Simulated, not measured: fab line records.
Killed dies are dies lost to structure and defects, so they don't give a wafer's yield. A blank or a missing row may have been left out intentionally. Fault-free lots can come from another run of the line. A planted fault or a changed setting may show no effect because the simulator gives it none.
Split-lot experiment | flow n5Finfet | 21 wafers read from 7 lots, route of 1938 steps

## SPLIT DETAILS
At N5_MOL_CONTACT_COAG_COAT_103 (time 60 s, resist thk 80 nm), the setting spinRpm was moved away from the recipe's 1500 rpm on 7 of the 21 wafers read, by -10.8% to +10.8%. This setting was run at the recipe's value on the other wafers.

## FROM THE SPLIT TO THE READING: what the file shows between them, 7 steps
- N5_MOL_CONTACT_COAG_COAT_104: time 60 s, resist thk 12 nm
- N5_MOL_CONTACT_COAG_COAT_58: time 60 s, resist thk 10 nm
- N5_MOL_CONTACT_COAG_ETCH_59: etches underlayer in N2/H2, target depth 13 nm, time 10.4 s
- N5_MOL_CONTACT_COAG_ETCH_105: etches SiARC in CF4, target depth 15.6 nm, time 26 s
- N5_MOL_CONTACT_COAG_ETCH_106: etches SOC in N2/H2, target depth 80 nm, overetch 16 nm, time 120 s
- N5_MOL_CONTACT_COAG_STRIP_107: strips in N2/H2
- N5_MOL_CONTACT_COAG_STRIP_108: strips in N2/H2

## THE READING
SOC_of_MOL_CONTACT_COAG_COAT_103.thkNm (the simulator's own value, which no gauge read), in nm, at N5_MOL_CONTACT_COAG_CONTACT_ETCH_14 (etches SiO2 in C4F6/O2, target depth 27.5 nm, overetch 8.5 nm, time 20 s). The file gives no usual value for it. Here, 14 wafers ran the recipe; their average is 78.6 nm with a standard deviation of 0.2 nm.

wafer  | tool, chamber at the split | spinRpm as run, rpm | against the recipe | SOC_of_MOL_CONTACT_COAG_COAT_103.thkNm, nm | against lot-mates on the recipe
L076.1 | lithoTrack-01, 0           | 1662                | +10.8%             | 74.8                                       | -4.2
L076.6 | lithoTrack-01, 0           | 1662                | +10.8%             | 74.8                                       | -4.2
L076.5 | lithoTrack-01, 0           | 1500                | recipe             | 79                                         | -
L080.1 | lithoTrack-04, 0           | 1500                | recipe             | 78.4                                       | -
L080.2 | lithoTrack-04, 0           | 1500                | recipe             | 78.4                                       | -
L080.6 | lithoTrack-04, 0           | 1500                | recipe             | 78.6                                       | -
L086.3 | lithoTrack-04, 0           | 1500                | recipe             | 78.8                                       | -
L086.4 | lithoTrack-04, 0           | 1500                | recipe             | 78.6                                       | -
L086.5 | lithoTrack-04, 0           | 1500                | recipe             | 78.4                                       | -
L091.1 | lithoTrack-05, 0           | 1354                | -9.7%              | 83                                         | +4.3
L091.3 | lithoTrack-05, 0           | 1500                | recipe             | 79                                         | -
L091.5 | lithoTrack-05, 0           | 1500                | recipe             | 78.4                                       | -
L093.1 | lithoTrack-04, 0           | 1500                | recipe             | 78.6                                       | -
L093.4 | lithoTrack-04, 0           | 1500                | recipe             | 78.6                                       | -
L093.5 | lithoTrack-04, 0           | 1500                | recipe             | 78.6                                       | -
L096.1 | lithoTrack-01, 0           | 1500                | recipe             | 78.8                                       | -
L096.5 | lithoTrack-01, 0           | 1338                | -10.8%             | 83.8                                       | +5.0
L096.6 | lithoTrack-01, 0           | 1338                | -10.8%             | 84                                         | +5.2
L097.2 | lithoTrack-01, 0           | 1620                | +8.0%              | 75.6                                       | -3.0
L097.5 | lithoTrack-01, 0           | 1500                | recipe             | 78.6                                       | -
L097.6 | lithoTrack-01, 0           | 1620                | +8.0%              | 75.2                                       | -3.4

THE FIT
A straight line over all 21 wafers: SOC_of_MOL_CONTACT_COAG_COAT_103.thkNm changes by -0.423 nm for each +1% of spinRpm; r = -0.99; the points scatter about the line by 0.35 nm.
The same after taking each lot's own level away (the mean of its wafers on the recipe; 21 wafers): -0.427 nm for each +1%; r = -1.00; scatter 0.23 nm.
The reading moves by 4.6 nm for the largest change in spinRpm, on that fit.
From 78.47 to 79.00 nm: that is the span of the lots' own levels, equal to 2.7 times the standard deviation above.
The two slopes agree, so the slope changes little with the lot-to-lot level.
Check: -4.58 nm against its lot-mates is what the line predicts for one of the wafers moved furthest among these (+10.8%) when that wafer is left out of the fit. It came out at -4.2 nm against them.

## ADDITIONAL SPLITS CARRIED BY THESE WAFERS
These wafers also went through other splits before the reading. Each is held against what the fit with the lots' levels taken away leaves over:
other split on the same wafers | wafers away from the commonest value | r with SOC_of_MOL_CONTACT_COAG_COAT_103.thkNm (lot level and that fit taken away)
N5_GATE_CUT_COAT_35 spinRpm    | 10                                   | +0.06
N5_GATE_CUT_COAT_27 spinRpm    | 7                                    | -0.06

## THE WHOLE CHAIN: every reading that the file lists as answering this split, in the file's order
step                                | what it does                                                             | reading                                                                                 | change (the file's fit)               | r (the file's)
N5_MOL_CONTACT_COAG_COAT_103        | time 60 s, resist thk 80 nm                                              | SOC_of_MOL_CONTACT_COAG_COAT_103.thkNm (the simulator's own value, which no gauge read) | -0.424 nm for each +1% of the setting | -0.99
N5_MOL_CONTACT_COAG_ETCH_106        | etches SOC in N2/H2, target depth 80 nm, overetch 16 nm, time 120 s      | etch.depthNm (the simulator's own value, which no gauge read)                           | -0.422 nm for each +1% of the setting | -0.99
N5_MOL_CONTACT_COAG_CONTACT_ETCH_14 | etches SiO2 in C4F6/O2, target depth 27.5 nm, overetch 8.5 nm, time 20 s | SOC_of_MOL_CONTACT_COAG_COAT_103.thkNm (the simulator's own value, which no gauge read) | -0.428 nm for each +1% of the setting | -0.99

## FILE'S OWN FIT
SOC_of_MOL_CONTACT_COAG_COAT_103.thkNm changes by -0.428 nm for each +1% of spinRpm, r = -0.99.
